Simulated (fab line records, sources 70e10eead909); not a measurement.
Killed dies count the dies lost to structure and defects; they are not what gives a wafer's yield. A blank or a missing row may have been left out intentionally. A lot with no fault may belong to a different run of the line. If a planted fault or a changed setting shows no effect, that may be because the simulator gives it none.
Chamber matching    flow nandHarc    NHARC_A_WL_FILL_ETCHBACK_26 on rieSi-05: 4 sister chambers
The step etches the open film in HBr, target depth 52 nm, time 13.3 s. 14 wafers are shown with their chamber, then 7 later ones without.

WAFERS, EACH WITH ITS CHAMBER
wafer   chamber  drypumpMotorCurrentA (A)  runLengthS (s)  hbrFlowSccm (sccm)
L580.1  2        5.8                       34.9            150.0
L580.2  3        6.0                       34.3            149.8
L580.5  3        6.0                       34.5            149.9
L584.3  3        5.9                       34.9            150.3
L584.4  1        6.1                       34.3            150.5
L584.5  3        5.9                       34.5            150.6
L593.3  1        6.1                       34.5            150.4
L593.4  2        5.8                       34.8            150.0
L593.6  2        5.9                       35.1            150.4
L597.1  1        6.2                       34.6            150.1
L597.2  0        5.4                       34.8            149.4
L597.6  1        6.1                       34.4            150.0
L599.2  1        6.1                       34.4            149.5
L599.3  2        5.8                       34.7            150.6

SIGNATURES (averages over the wafers above)
reading               chamber 0  chamber 1  chamber 2  chamber 3  scatter within a chamber
drypumpMotorCurrentA  5.400      6.120      5.825      5.950      0.0505
runLengthS            34.800     34.440     34.875     34.550     0.182
hbrFlowSccm           149.400    150.100    150.250    150.150    0.361
Rule: distance of a wafer from a chamber = root of the sum over the readings of ((wafer's reading minus chamber's mean) / reading's scatter) squared. If the next closest chamber is less than 2 further off than the closest, the wafer can't be placed; otherwise it belongs to the closest. The scatter: take each reading less its chamber's mean, square it, sum over the shown wafers, divide by the number of wafers less the number of chambers, and take the root.

WAFERS WHOSE CHAMBER IS MISSING
wafer   drypumpMotorCurrentA (A)  runLengthS (s)  hbrFlowSccm (sccm)
L599.6  6.1                       34.2            149.5
L600.2  6.0                       34.9            150.3
L600.3  6.1                       34.3            149.5
L600.4  5.8                       34.7            149.9
L601.1  6.0                       34.5            150.0
L601.2  5.8                       35.1            149.0
L601.4  6.1                       34.6            150.2

WHICH CHAMBER EACH ONE RAN IN
wafer   from the rows above           in truth
L599.6  can't be placed: 1 or 3       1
L600.2  can't be placed: 3 or 2 or 1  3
L600.3  can't be placed: 1 or 3       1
L600.4  can't be placed: 2 or 3       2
L601.1  can't be placed: 3 or 1       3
L601.2  can't be placed: 2 or 3       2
L601.4  can't be placed: 1 or 3       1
Correct placement for 0 of the 7. These rows do not allow placing 7 (true chamber among the candidates in 7). Placed wrongly: 0.
